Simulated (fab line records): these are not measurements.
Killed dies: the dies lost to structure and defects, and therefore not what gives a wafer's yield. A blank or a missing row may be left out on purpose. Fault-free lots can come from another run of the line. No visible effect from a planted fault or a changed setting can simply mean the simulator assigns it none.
Chamber matching / flow nand harc / NHARC_P_ZERO_WELL_DESCUM_54 on rie diel-13: 4 sister chambers
The step chemistry O2, time 3 s. 4 wafers are shown with their chamber, then 7 later ones without.

## WAFERS PAIRED WITH THEIR CHAMBERS
wafer=L883.4; chamber=3; drypump motor current A (A)=5.4
wafer=L887.4; chamber=0; drypump motor current A (A)=5.6
wafer=L888.4; chamber=2; drypump motor current A (A)=6.3
wafer=L888.5; chamber=1; drypump motor current A (A)=5.0

## WAFERS WHOSE CHAMBER IS MISSING
wafer=L888.6; drypump motor current A (A)=5.6
wafer=L899.1; drypump motor current A (A)=6.3
wafer=L899.2; drypump motor current A (A)=5.6
wafer=L899.5; drypump motor current A (A)=5.6
wafer=L900.2; drypump motor current A (A)=5.0
wafer=L900.3; drypump motor current A (A)=5.3
wafer=L900.4; drypump motor current A (A)=6.3

## CHAMBER TAKEN BY EACH
wafer=L888.6; from the rows above=0; in truth=0
wafer=L899.1; from the rows above=2; in truth=2
wafer=L899.2; from the rows above=0; in truth=0
wafer=L899.5; from the rows above=0; in truth=0
wafer=L900.2; from the rows above=1; in truth=1
wafer=L900.3; from the rows above=3; in truth=3
wafer=L900.4; from the rows above=2; in truth=2
Correctly placed: 7 of 7. From these rows, 0 cannot be placed. Placed wrongly: 0.
How it was worked out, from the rows above alone: a wafer's distance from a chamber is the root of the sum, over the readings, of the square of ((its reading less the chamber's mean) divided by the reading's scatter). The wafer belongs to the nearest chamber; if the next one is less than 2 further off, it can't be placed. For every chamber, the mean is computed from those of its wafers that are shown. The scatter (one wafer shown for each chamber): square how far every hidden wafer sits from the nearest shown wafer, average those squares and take the square root.
